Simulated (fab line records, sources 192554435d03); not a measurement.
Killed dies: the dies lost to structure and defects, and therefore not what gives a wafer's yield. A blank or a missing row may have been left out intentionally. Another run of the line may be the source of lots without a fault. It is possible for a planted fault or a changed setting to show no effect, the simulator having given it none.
Chamber matching	flow n5 finfet	N5_BEOL_M5_STRIP_64 on rie diel-04 has 4 sister chambers
The step strips in CF4. 24 wafers are shown with their chamber, then 12 later ones without.

== EACH WAFER AND ITS CHAMBER ==
wafer	chamber	drypump motor current A (A)	showerhead plenum p Torr (Torr)	throttle valve pct (%)
L075.2	3	4.9	1.79	13.83
L075.5	2	4.8	1.75	13.25
L075.6	3	5.0	1.79	13.84
L077.2	3	4.9	1.79	13.85
L077.3	2	4.8	1.75	13.27
L077.4	1	5.5	1.86	13.74
L079.4	1	5.5	1.85	13.72
L079.5	1	5.5	1.85	13.75
L079.6	0	6.1	1.74	13.68
L078.2	1	5.5	1.85	13.74
L078.4	2	4.8	1.75	13.25
L078.6	0	6.0	1.74	13.68
L083.2	1	5.5	1.85	13.77
L083.3	3	4.9	1.79	13.89
L083.6	1	5.5	1.85	13.76
L084.1	2	4.8	1.74	13.30
L084.5	1	5.5	1.85	13.79
L084.6	0	6.0	1.73	13.72
L086.2	3	4.9	1.79	13.90
L086.3	0	6.0	1.73	13.70
L086.5	3	4.9	1.79	13.89
L087.3	2	4.8	1.74	13.34
L087.5	1	5.5	1.85	13.79
L087.6	2	4.8	1.74	13.32

SIGNATURES (means of the wafers above)
reading	chamber 0	chamber 1	chamber 2	chamber 3	scatter within a chamber
drypump motor current A	6.025	5.500	4.800	4.917	0.0281
showerhead plenum p Torr	1.7350	1.8513	1.7450	1.7900	0.00411
throttle valve pct	13.6950	13.7575	13.2883	13.8667	0.0292
Rule: for a wafer and a chamber, the distance is found by dividing, reading by reading, the gap between the wafer's reading and the chamber's mean by the reading's scatter, squaring, summing and taking the root. The wafer belongs to the nearest chamber; if the next one is less than 2 further off, it can't be placed. The scatter is the square root of a quotient: the sum, over the shown wafers, of each reading's squared deviation from its chamber's mean, divided by wafers minus chambers.

== WAFERS WHOSE CHAMBER IS MISSING ==
wafer	drypump motor current A (A)	showerhead plenum p Torr (Torr)	throttle valve pct (%)
L089.1	5.5	1.85	13.80
L089.3	4.9	1.78	13.90
L089.6	4.9	1.79	13.91
L091.1	5.5	1.85	13.81
L091.3	4.9	1.78	13.92
L091.4	4.8	1.74	13.33
L094.2	6.0	1.73	13.74
L094.3	4.8	1.74	13.35
L094.6	5.5	1.84	13.81
L097.1	4.8	1.74	13.37
L097.2	4.9	1.78	13.96
L097.5	6.0	1.72	13.77

== EACH ONE'S CHAMBER ==
wafer	from the rows above	in truth
L089.1	1	1
L089.3	3	3
L089.6	3	3
L091.1	1	1
L091.3	3	3
L091.4	2	2
L094.2	0	0
L094.3	2	2
L094.6	1	1
L097.1	2	2
L097.2	3	3
L097.5	0	0
Correctly placed: 12 of 12. Left unplaced by these rows: 0. Placed wrongly: 0.
